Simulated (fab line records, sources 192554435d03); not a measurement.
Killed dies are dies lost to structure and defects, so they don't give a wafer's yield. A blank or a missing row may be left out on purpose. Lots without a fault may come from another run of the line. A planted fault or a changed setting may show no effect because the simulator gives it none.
Chamber matching | flow n5_finfet | N5_BEOL_M12_TRENCH_ETCH_34 on rie_diel-06: 4 sister chambers
The step etches SiOC in C4F8/O2/Ar, target depth 318.95 nm, time 125.5 s. 14 wafers are shown with their chamber, then 7 later ones without.

WAFERS WITH THEIR CHAMBER
wafer  | chamber | showerhead_plenum_p_Torr (Torr) | throttle_valve_pct (%) | oes_product_au (a.u.)
L076.1 | 3       | 3.52                            | 24.25                  | 0.74
L076.2 | 2       | 3.36                            | 24.15                  | 0.90
L076.4 | 2       | 3.36                            | 24.13                  | 0.90
L079.1 | 2       | 3.36                            | 24.16                  | 0.89
L079.2 | 3       | 3.52                            | 24.23                  | 0.72
L079.3 | 0       | 3.53                            | 24.30                  | 0.73
L080.2 | 3       | 3.51                            | 24.25                  | 0.71
L080.5 | 0       | 3.52                            | 24.33                  | 0.73
L080.6 | 3       | 3.51                            | 24.25                  | 0.72
L086.2 | 2       | 3.35                            | 24.17                  | 0.86
L086.5 | 2       | 3.35                            | 24.18                  | 0.85
L086.6 | 0       | 3.52                            | 24.35                  | 0.72
L092.1 | 2       | 3.34                            | 24.22                  | 0.84
L092.2 | 1       | 3.36                            | 23.90                  | 0.92

SIGNATURES (means of the wafers above)
reading                  | chamber 0 | chamber 1 | chamber 2 | chamber 3 | scatter within a chamber
showerhead_plenum_p_Torr | 3.5233    | 3.3600    | 3.3533    | 3.5150    | 0.00707
throttle_valve_pct       | 24.3267   | 23.9000   | 24.1683   | 24.2450   | 0.025
oes_product_au           | 0.7267    | 0.9200    | 0.8733    | 0.7225    | 0.0202
Rule: a wafer's distance from a chamber is the root of the sum, over the readings, of the square of ((its reading less the chamber's mean) divided by the reading's scatter). The wafer belongs to the nearest chamber; if the next one is less than 2 further off, it can't be placed. The scatter: the root of (the sum of the squares of (reading less its chamber's mean) over the shown wafers, divided by (wafers less chambers)).

WAFERS WITHOUT THEIR CHAMBER
wafer  | showerhead_plenum_p_Torr (Torr) | throttle_valve_pct (%) | oes_product_au (a.u.)
L092.3 | 3.51                            | 24.36                  | 0.71
L094.2 | 3.34                            | 24.20                  | 0.84
L094.4 | 3.51                            | 24.37                  | 0.70
L094.6 | 3.34                            | 24.20                  | 0.83
L096.2 | 3.34                            | 24.22                  | 0.83
L096.4 | 3.50                            | 24.36                  | 0.70
L096.6 | 3.50                            | 24.39                  | 0.70

WHICH CHAMBER EACH WENT THROUGH
wafer  | from the rows above     | in truth
L092.3 | 0                       | 0
L094.2 | 2                       | 2
L094.4 | 0                       | 0
L094.6 | 2                       | 2
L096.2 | 2                       | 2
L096.4 | can't be placed: 0 or 3 | 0
L096.6 | can't be placed: 0 or 3 | 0
Placed correctly: 5 of 7. Can't be placed from these rows: 2 (the true chamber is among the candidates in 2). Placed wrongly: 0.
